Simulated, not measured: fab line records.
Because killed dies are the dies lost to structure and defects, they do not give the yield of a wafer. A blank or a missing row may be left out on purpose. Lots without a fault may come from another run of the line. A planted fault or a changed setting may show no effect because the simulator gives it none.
fab line records	flow n5_finfet	part 2 of 2: steps 5 to 6 of 6
[record] lots = 19	wafers = 57	last_day = 17
route steps=1938 shown BEOL_M8@1335 BEOL_M9@1447
lots that met no fault: taken from a fault-free run of the same line
start_h: start of the lot's first displayed wafer, in hours after the record's first day	wait_h: hours elapsed since this lot's preceding step	" as in the row above	L1.1+2: one row covering several wafers at once	- no value, or no start was given	* or withheld: withheld	< > ~ a bound
route shown NAME@n: a module of which the file shows steps, and the number in the route of the first	usual: mean/standard deviation taken from wafers without a fault	same: alike in all rows	chamber/n: place in a boat	sites: readings site by site	_std_site: standard deviation of those values	_edge_site: the outer-site mean with the inner-site mean subtracted	radius_mm: how far each site lies from the wafer's centre	mask NAME#n: copy n	behind: tool/chamber where the wafer was last shaped	hold: what put the lot on hold/how long, in hours/how the hold closed	device: the n, p or np transistor that did not switch	end of line: the same wafers' tests at the end of the route	a step with no rows: only its recipe	killed: the dies lost at the first sort to structure and to defects; this is not the yield of the wafer	map: shows each die of a wafer: x if killed, . if not, _ if none is there
set.NAME: setting as actually run; set.NAME@STEP: the setting as run at that earlier step	model.NAME: the simulator's own value behind a step, which no gauge read
a sample of lots followed through the steps of the route, with each step as a table and each wafer as a row
services: from which hour (start_h, from the record's first day; less than 0 if before it) a tool's chamber was out of use, for how many hours, and why
[[steps]]
[step N5_BEOL_M8_CMP_52]
[recipe] stop_on = SiCOH_lowk	t_overpolish_s = 6.9	down_force_psi = 1	platen_rpm = 50	clearing_platen_down_force_psi = 1.5	clearing_platen_rpm = 50	post_cmp_clean = cu_alkaline	target_thk_nm = 80	clearing_platen_pad_velocity_m_s = 0.99484	pad_velocity_m_s = 0.99484
[usual] barrier_field_endpoint_s = 29.0/0.62	motor_current_A = 6.3/0.58	overpolish_run_s = 6.900/0.0079	pad_life_wafers = 1002/730	slurry_flow_ml_min = 150.0/0.49	time_to_endpoint_s = 63.3/2.8
lot.wafer	tool	chamber	start_h	wait_h	barrier_field_endpoint_s	motor_current_A	overpolish_run_s	pad_life_wafers	slurry_flow_ml_min	time_to_endpoint_s
L074.3	cmp-01	3	194.68	0.2	29.1	5.7	6.897	1812	149.6	67.1
L074.4	"	1	"	"	29.8	7.8	6.890	1814	149.5	67.0
L074.5	"	3	"	"	29.6	5.5	6.879	-	149.3	68.2
L075.3	cmp-01	0	213.55	0.2	29.7	6.4	6.896	1981	150.2	65.1
L075.2	"	1	"	"	28.9	8.2	6.890	1982	150.1	63.1
L075.5	"	0	"	"	29.4	6.6	6.904	-	150.8	65.1
L076.2	cmp-03	1	214.76	0.2	28.3	5.9	6.904	1842	150.2	64.9
L076.4	"	3	"	"	28.9	6.8	6.902	1844	149.3	66.6
L076.6	"	1	"	"	29.0	6.1	6.906	-	150.3	65.7
L078.3	cmp-03	2	218.41	0.2	28.3	6.1	6.894	1872	149.7	64.3
L078.4	"	0	"	"	28.8	5.9	6.901	1874	149.1	66.5
L078.5	"	2	"	"	28.0	6.1	6.919	-	151.0	61.8
L079.1	cmp-03	0	229.74	0.3	28.9	6.0	6.903	1976	149.6	60.7
L079.2	"	1	"	"	29.1	6.0	6.909	1977	150.2	65.5
L079.6	"	2	"	"	29.4	6.3	6.912	-	149.7	61.7
L082.3	cmp-01	3	239.40	0.2	28.6	5.9	6.897	60	150.5	60.2
L082.1	"	0	"	"	29.1	6.7	6.903	61	150.8	61.4
L082.6	"	0	"	"	29.6	6.2	6.897	-	150.4	63.4
L081.3	cmp-04	1	247.96	0.2	28.6	5.8	6.893	1644	149.8	62.2
L081.4	"	3	"	"	28.8	6.4	6.913	1646	150.3	66.0
L081.2	"	0	"	"	28.0	5.1	6.895	1647	150.4	59.9
L083.3	cmp-01	2	248.14	0.2	29.2	6.3	6.897	132	149.6	62.1
L083.2	"	1	"	"	28.2	8.1	6.906	135	149.7	59.3
L083.6	"	3	"	"	28.6	5.8	6.887	-	149.6	61.1
L085.4	cmp-03	2	265.22	0.2	29.6	6.0	6.912	175	150.6	63.4
L085.1	"	3	"	"	29.1	6.5	6.891	176	149.7	61.6
L085.5	"	1	"	"	29.6	6.1	6.901	-	149.6	64.1
L084.3	cmp-03	2	266.19	0.2	28.9	6.3	6.903	186	150.6	63.6
L084.2	"	0	"	"	29.4	6.1	6.892	188	150.7	65.4
L084.6	"	3	"	"	29.4	6.7	6.907	-	150.1	63.1
L087.4	cmp-04	0	281.17	0.1	28.8	5.2	6.910	1884	150.1	60.4
L087.3	"	2	"	"	28.4	6.5	6.908	1886	150.4	60.7
L087.6	"	0	"	"	28.2	5.4	6.895	-	149.8	61.9
L086.4	cmp-03	0	284.36	0.2	28.8	6.2	6.912	320	150.0	62.4
L086.5	"	2	"	"	28.6	5.9	6.886	-	149.6	63.1
L086.6	"	3	"	"	29.4	6.5	6.907	-	149.5	63.2
L088.4	cmp-03	2	289.85	0.1	29.4	6.0	6.903	360	149.7	66.1
L088.1	"	1	"	"	29.3	6.1	6.895	363	150.3	64.3
L088.6	"	3	"	"	28.9	6.7	6.901	-	150.0	60.7
L092.3	cmp-01	3	310.96	0.3	28.7	5.6	6.909	627	149.8	60.1
L092.5	"	0	"	"	29.3	6.0	6.909	-	149.9	61.9
L092.6	"	1	"	"	28.1	8.0	6.891	-	149.5	58.1
L094.1	cmp-03	2	314.47	0.3	30.2	6.2	6.905	571	149.7	69.0
L094.6	"	1	"	"	29.2	6.0	6.912	-	149.2	65.0
L094.5	"	2	"	"	29.9	6.0	6.905	-	149.9	64.8
L093.4	cmp-03	0	317.44	0.2	30.6	6.2	6.896	595	150.1	66.9
L093.2	"	2	"	"	28.8	5.9	6.911	597	150.3	62.3
L093.6	"	0	"	"	29.8	6.3	6.894	-	150.5	66.1
L095.2	cmp-03	0	322.27	0.2	29.3	6.4	6.899	631	150.9	67.7
L095.4	"	2	"	"	29.2	6.0	6.887	633	150.0	62.9
L095.6	"	0	"	"	30.0	6.1	6.899	-	151.1	68.1
L096.2	cmp-03	3	329.12	0.2	29.4	6.7	6.915	726	149.2	67.7
L096.1	"	1	"	"	29.5	6.0	6.900	728	150.9	68.6
L096.6	"	3	"	"	29.6	6.3	6.895	-	148.8	66.6
L097.2	cmp-03	3	346.86	0.3	29.1	6.6	6.892	908	150.5	65.8
L097.3	"	0	"	"	29.4	6.0	6.904	909	149.8	68.1
L097.5	"	2	"	"	29.5	6.0	6.910	-	149.6	64.3
[step N5_BEOL_M9_ETCH_41]
[recipe] chemistry = CH3F/O2	target = SiCN	target_depth_a = 366	taper_deg = 2	time_s = 70.1	ion_energy_ev = 120	mask_material = TiN	pressure_mtorr = 30	source_w = 395	bias_w = 75	Ar_flow_sccm = 150	CH3F_flow_sccm = 30	O2_flow_sccm = 20
[usual] O2_flow_sccm = 20.00/0.061	drypump_motor_current_A = 5.9/0.37	oes_product_au = 0.80/0.081	rf_fwd_power_W = 392.0/1.4	rf_vpp_V = 297.9/1.8	showerhead_plenum_p_Torr = 2.03/0.081	throttle_valve_pct = 16.27/0.25
lot.wafer	tool	chamber	start_h	wait_h	O2_flow_sccm	drypump_motor_current_A	oes_product_au	rf_fwd_power_W	rf_hours_counter_h	rf_vpp_V	showerhead_plenum_p_Torr	throttle_valve_pct
L074.3	rie_diel-02	2	-	-	20.05	6.2	0.74	393.2	195	294.8	1.91	16.69
L074.4	"	3	"	"	20.04	5.6	0.95	394.2	15	300.8	2.14	16.14
L074.5	"	0	"	"	19.97	6.0	0.83	394.9	-	298.0	2.11	16.01
L075.2	rie_diel-02	0	-	-	19.97	6.1	0.83	394.0	82	299.9	2.11	16.01
L075.3	"	2	"	"	19.99	6.2	0.73	394.4	201	296.5	1.91	16.72
L075.5	"	1	"	"	19.99	6.2	0.74	393.0	-	298.0	2.08	16.06
L076.2	rie_diel-06	1	-	-	19.96	6.1	0.91	392.3	29	296.4	2.05	16.03
L076.4	"	0	"	"	20.03	5.9	0.67	392.8	247	296.4	1.97	16.53
L076.6	"	0	"	"	20.11	5.9	0.67	393.1	-	295.7	1.97	16.55
L078.3	rie_diel-02	1	-	-	19.89	6.2	0.74	394.1	165	298.9	2.08	16.07
L078.4	"	3	"	"	20.03	5.6	0.92	393.1	23	300.6	2.14	16.17
L078.5	"	2	"	"	20.18	6.2	0.73	391.8	-	294.8	1.91	16.73
L079.1	rie_diel-02	1	-	-	20.06	6.2	0.73	392.4	170	298.6	2.07	16.07
L079.2	"	3	"	"	19.95	5.6	0.91	394.4	28	300.0	2.13	16.17
L079.6	"	0	"	"	20.08	6.0	0.81	393.5	-	300.0	2.11	16.03
L082.1	rie_diel-06	3	-	-	20.09	5.8	0.80	389.5	103	299.8	2.10	16.05
L082.3	"	0	"	"	20.11	6.0	1.00	392.9	0	297.0	1.97	16.09
L082.6	"	3	"	"	20.08	5.8	0.81	389.5	-	299.2	2.10	16.06
L081.2	rie_diel-02	1	-	-	19.93	6.3	0.72	393.5	176	299.0	2.07	16.09
L081.3	"	2	"	"	19.89	6.2	0.72	391.4	210	294.2	1.90	16.73
L081.4	"	3	"	"	19.94	5.6	0.90	393.3	34	299.7	2.13	16.17
L083.2	rie_diel-03	0	-	-	20.07	6.6	0.85	393.2	46	295.9	1.95	16.22
L083.3	"	1	"	"	19.99	5.9	0.73	388.3	190	299.2	2.07	16.59
L083.6	"	2	"	"	19.98	5.3	0.73	390.9	-	295.3	1.91	16.44
L085.1	rie_diel-06	3	-	-	19.98	5.8	0.80	390.6	109	299.0	2.10	16.09
L085.4	"	0	"	"	20.07	5.9	0.97	391.5	6	298.0	1.97	16.10
L085.5	"	0	"	"	20.13	5.9	0.97	391.9	-	294.4	1.97	16.09
L084.2	rie_diel-06	3	-	-	20.10	5.9	0.80	391.5	109	298.6	2.10	16.08
L084.3	"	2	"	"	20.12	5.2	0.84	387.5	67	298.0	2.03	16.26
L084.6	"	3	"	"	19.99	5.9	0.80	389.8	-	300.6	2.10	16.06
L087.3	rie_diel-03	3	-	-	19.96	5.4	0.89	391.3	26	295.1	1.97	16.33
L087.4	"	0	"	"	20.04	6.6	0.84	391.8	56	296.1	1.95	16.26
L087.6	"	1	"	"	20.01	5.9	0.72	390.5	-	297.0	2.07	16.61
L086.4	rie_diel-02	3	-	-	19.98	5.6	0.87	392.5	45	297.7	2.13	16.22
L086.5	"	2	"	"	19.98	6.2	0.71	392.1	-	296.1	1.90	16.75
L086.6	"	3	"	"	19.89	5.6	0.87	392.7	-	299.6	2.13	16.20
L088.1	rie_diel-06	2	-	-	19.93	5.2	0.83	390.9	76	296.9	2.03	16.29
L088.4	"	0	"	"	19.95	6.0	0.94	393.6	14	296.2	1.97	16.11
L088.6	"	3	"	"	20.00	5.9	0.79	393.1	-	299.7	2.09	16.08
L092.3	rie_diel-03	2	-	-	20.07	5.3	0.72	390.1	186	296.4	1.91	16.46
L092.5	"	0	"	"	19.97	6.7	0.83	391.4	-	297.5	1.95	16.24
L092.6	"	3	"	"	19.98	5.4	0.88	389.8	-	295.9	1.96	16.36
L094.1	rie_diel-02	3	-	-	20.00	5.6	0.86	393.2	55	299.4	2.13	16.22
L094.5	"	0	"	"	20.08	6.0	0.79	394.3	-	299.0	2.10	16.07
L094.6	"	1	"	"	20.06	6.2	0.70	391.4	-	299.8	2.07	16.11
L093.2	rie_diel-03	3	-	-	19.98	5.3	0.86	393.0	37	297.1	1.96	16.35
L093.4	"	2	"	"	19.85	5.3	0.72	389.3	189	296.2	1.91	16.46
L093.6	"	2	"	"	19.91	5.3	0.73	390.5	-	294.9	1.90	16.46
L095.2	rie_diel-02	2	-	-	20.00	6.2	0.71	393.4	234	294.9	1.90	16.79
L095.4	"	3	"	"	20.08	5.6	0.87	393.2	57	300.1	2.12	16.22
L095.6	"	3	"	"	20.06	5.6	0.88	393.4	-	298.9	2.12	16.23
L096.1	rie_diel-02	3	-	-	19.96	5.6	0.87	391.6	60	299.9	2.12	16.22
L096.2	"	1	"	"	19.97	6.2	0.70	392.7	203	298.7	2.06	16.11
L096.6	"	2	"	"	20.00	6.2	0.70	391.3	-	296.0	1.89	16.79
L097.2	rie_diel-03	0	-	-	20.04	6.7	0.81	390.8	74	296.4	1.94	16.27
L097.3	"	3	"	"	19.93	5.3	0.86	391.8	44	295.3	1.96	16.35
L097.5	"	0	"	"	20.03	6.6	0.82	392.0	-	295.1	1.94	16.26
[[services]]
tool	chamber	start_h	hours	kind
cmp-03	-	164.27	0.9	repair
cmp-03	-	175.11	3.4	pm
rie_diel-01	-	182.64	29.3	repair
pecvd-03	2	190.05	6.5	repair
cmp-03	-	195.42	1.8	repair
rie_diel-02	0	201.01	9.1	repair
rie_diel-04	2	210.03	5.3	repair
rie_diel-04	1	217.31	5.0	repair
rie_diel-01	3	221.31	4.5	repair
rie_diel-02	2	223.76	6.1	repair
pecvd-03	0	231.60	8.4	repair
rie_diel-02	2	237.18	4.4	repair
cmp-03	-	238.32	4.0	pm
rie_diel-01	2	240.16	6.1	repair
rie_metal-02	0	253.58	26.6	repair
rie_diel-04	1	265.61	2.8	repair
rie_diel-04	1	270.86	4.3	repair
rie_diel-04	3	283.85	4.2	repair
rie_diel-01	1	284.52	2.1	repair
rie_diel-04	2	298.45	3.9	repair
rie_diel-01	3	303.05	3.8	repair
cmp-03	-	305.80	0.5	repair
pecvd-03	-	329.01	2.8	pm
rie_diel-02	-	343.94	2.8	pm
